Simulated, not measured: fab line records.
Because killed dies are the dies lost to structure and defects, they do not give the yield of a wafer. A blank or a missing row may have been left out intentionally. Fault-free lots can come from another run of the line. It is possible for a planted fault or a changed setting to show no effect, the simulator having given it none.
Matching of chambers	flow nand-harc	NHARC_A_STAIRCASE_TRIM_229 on rie-diel-09 has 4 sister chambers
The step chemistry O2, time 211.2 s. 8 wafers are shown with their chamber, then 7 later ones without.

## WAFERS WITH THEIR CHAMBER
wafer	chamber	showerhead-plenum-p-Torr (Torr)	oes-product-au (a.u.)
L080.5	2	3.59	0.997
L082.1	3	3.65	1.015
L082.2	2	3.58	1.007
L087.1	1	3.53	1.004
L087.5	0	3.40	1.006
L087.6	3	3.63	1.008
L093.2	0	3.39	0.999
L093.3	1	3.52	1.002

## WAFERS WITH NO CHAMBER GIVEN
wafer	showerhead-plenum-p-Torr (Torr)	oes-product-au (a.u.)
L093.5	3.39	1.000
L095.1	3.56	0.996
L095.2	3.62	1.000
L095.3	3.52	1.003
L096.1	3.51	1.000
L096.2	3.62	1.011
L096.5	3.62	0.999

## WHICH CHAMBER EACH ONE RAN IN
wafer	from the rows above	in truth
L093.5	0	0
L095.1	can't be placed: 2 or 1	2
L095.2	can't be placed: 3 or 2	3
L095.3	1	1
L096.1	1	1
L096.2	3	3
L096.5	can't be placed: 3 or 2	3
Placed correctly: 4 of 7. From these rows, 3 cannot be placed; in 3 the true chamber is one of the candidates. Number placed wrongly: 0.
How it was worked out, from the rows above alone: a wafer's distance from a chamber is the root of the sum, over the readings, of the square of ((its reading less the chamber's mean) divided by the reading's scatter). The wafer belongs to the nearest chamber; if the next one is less than 2 further off, it can't be placed. Each chamber's mean is taken over the wafers shown for it. The scatter: take each reading less its chamber's mean, square it, sum over the shown wafers, divide by the number of wafers less the number of chambers, and take the root.
